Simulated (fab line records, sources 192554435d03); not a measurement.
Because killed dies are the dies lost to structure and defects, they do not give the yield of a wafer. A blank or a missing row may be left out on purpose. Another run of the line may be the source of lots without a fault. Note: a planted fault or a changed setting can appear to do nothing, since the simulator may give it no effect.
Split-lot trial ; flow n5-finfet ; route with 1938 steps; 7 lots, 39 wafers read

ON THE SPLIT
At N5_SD_EPI_N_EPI_21 (deposits Si:P, time 690 s), the setting time-s was moved away from the recipe's 690 s on 15 of the 39 wafers read, by +25.3% to +55.7%. For the rest of the wafers, this setting stayed at what the recipe calls for.

FROM THE SPLIT TO THE READING: what the file shows between them, 5 steps
- N5_SD_EPI_N_EPI_MEAS_23
- N5_SD_EPI_N_PRECLEAN_24: cleans in O3/DIW, time 60 s
- N5_SD_EPI_N_SRD_25: time 30 s
- N5_SD_ACTIVATION_RTA_00: time 0 s
- N5_SD_ACTIVATION_LSA_01: time 0.0008 s

THE READING
RS_SD_N, in ohm/sq, at N5_SD_ACTIVATION_RS_MEAS_03 (measures by four-point-probe). Typical for fault-free wafers on this fab line: 21.89 ohm/sq, with standard deviation 0.25 ohm/sq.

wafer;tool, chamber at the split;time-s as run, s;against the recipe;RS_SD_N, ohm/sq;against lot-mates on the recipe
L076.1;epi-rpcvd-01, 0;690;recipe;21.91;-
L076.2;epi-rpcvd-01, 0;690;recipe;21.77;-
L076.3;epi-rpcvd-01, 0;1074;+55.7%;16.16;-5.85
L076.4;epi-rpcvd-01, 0;690;recipe;22.35;-
L076.5;epi-rpcvd-01, 0;1074;+55.7%;16.00;-6.01
L076.6;epi-rpcvd-01, 0;1074;+55.7%;15.85;-6.16
L077.1;epi-rpcvd-02, 0;690;recipe;22.02;-
L077.2;epi-rpcvd-02, 0;891.9;+29.3%;18.30;-3.67
L077.3;epi-rpcvd-02, 0;690;recipe;22.01;-
L077.4;epi-rpcvd-02, 0;891.9;+29.3%;17.96;-4.01
L077.5;epi-rpcvd-02, 0;690;recipe;21.88;-
L077.6;epi-rpcvd-02, 0;891.9;+29.3%;18.43;-3.54
L082.1;epi-rpcvd-01, 0;942.9;+36.7%;17.44;-4.54
L082.2;epi-rpcvd-01, 0;942.9;+36.7%;17.40;-4.58
L082.3;epi-rpcvd-01, 0;690;recipe;22.04;-
L082.4;epi-rpcvd-01, 0;942.9;+36.7%;17.67;-4.31
L082.5;epi-rpcvd-01, 0;690;recipe;21.96;-
L082.6;epi-rpcvd-01, 0;690;recipe;21.93;-
L091.1;epi-rpcvd-02, 0;864.3;+25.3%;18.25;-3.46
L091.2;epi-rpcvd-02, 0;690;recipe;21.66;-
L091.3;epi-rpcvd-02, 0;864.3;+25.3%;18.31;-3.40
L091.4;epi-rpcvd-02, 0;690;recipe;21.53;-
L091.5;epi-rpcvd-02, 0;690;recipe;21.95;-
L091.6;epi-rpcvd-02, 0;864.3;+25.3%;18.28;-3.43
L092.1;epi-rpcvd-02, 0;690;recipe;22.48;-
L092.2;epi-rpcvd-02, 0;690;recipe;22.14;-
L092.3;epi-rpcvd-02, 0;690;recipe;21.88;-
L092.4;epi-rpcvd-02, 0;690;recipe;22.11;-
L092.5;epi-rpcvd-02, 0;690;recipe;22.26;-
L092.6;epi-rpcvd-02, 0;690;recipe;22.08;-
L093.2;epi-rpcvd-02, 0;690;recipe;21.62;-
L093.3;epi-rpcvd-02, 0;690;recipe;21.47;-
L093.6;epi-rpcvd-02, 0;690;recipe;21.46;-
L095.1;epi-rpcvd-01, 0;1028;+49.0%;16.38;-5.45
L095.2;epi-rpcvd-01, 0;690;recipe;21.88;-
L095.3;epi-rpcvd-01, 0;1028;+49.0%;16.31;-5.52
L095.4;epi-rpcvd-01, 0;690;recipe;21.64;-
L095.5;epi-rpcvd-01, 0;1028;+49.0%;16.50;-5.33
L095.6;epi-rpcvd-01, 0;690;recipe;21.98;-

FIT RESULTS
A straight line over all 39 wafers: RS_SD_N changes by -0.114 ohm/sq for each +1% of time-s; r = -0.99; the points scatter about the line by 0.35 ohm/sq.
The same after taking each lot's own level away (the mean of its wafers on the recipe; 39 wafers): -0.114 ohm/sq for each +1%; r = -0.99; scatter 0.27 ohm/sq.
That fit puts the effect of the largest move of time-s on the reading at 6.3 ohm/sq.
Across the lots, their own levels run from 21.517 to 22.158 ohm/sq, a range of 2.6 times the standard deviation given above.
The two slopes are in agreement: the lot-to-lot level therefore moves the slope only a little.
Check: with one of the wafers moved furthest among these (+55.7%) left out of the fit, the line predicts -6.48 ohm/sq for it against its lot-mates. It came out at -5.85 ohm/sq against them.

ADDITIONAL SPLITS CARRIED BY THESE WAFERS
Before the reading, these wafers also passed through other splits. Each is held against what the fit with the lots' levels taken away leaves over:
other split on the same wafers;wafers away from the commonest value;r with RS_SD_N (lot level and that fit taken away)
N5_FIN_SAQP_ALD_61 ald-cycles;15;-0.39
N5_SD_EPI_N_ETCH_16 target-depth-a;15;+0.10

THE WHOLE CHAIN: every reading that the file lists as answering this split, in the file's order
step;what it does;reading;change (the file's fit);r (the file's)
N5_SD_EPI_N_EPI_21;deposits Si:P, time 690 s;Si-P_of_SD_EPI_N_EPI_21.thk-nm (the simulator's own value, which no gauge read);+0.404 nm for each +1% of the setting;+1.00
N5_SD_EPI_N_EPI_MEAS_23;;thk-nm;withheld for each +1% of the setting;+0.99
N5_SD_ACTIVATION_RS_MEAS_03;measures by four-point-probe;RS_SD_N;-0.115 for each +1% of the setting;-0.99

THE FILE'S OWN FIT
RS_SD_N changes by -0.115 ohm/sq for each +1% of time-s, r = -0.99.
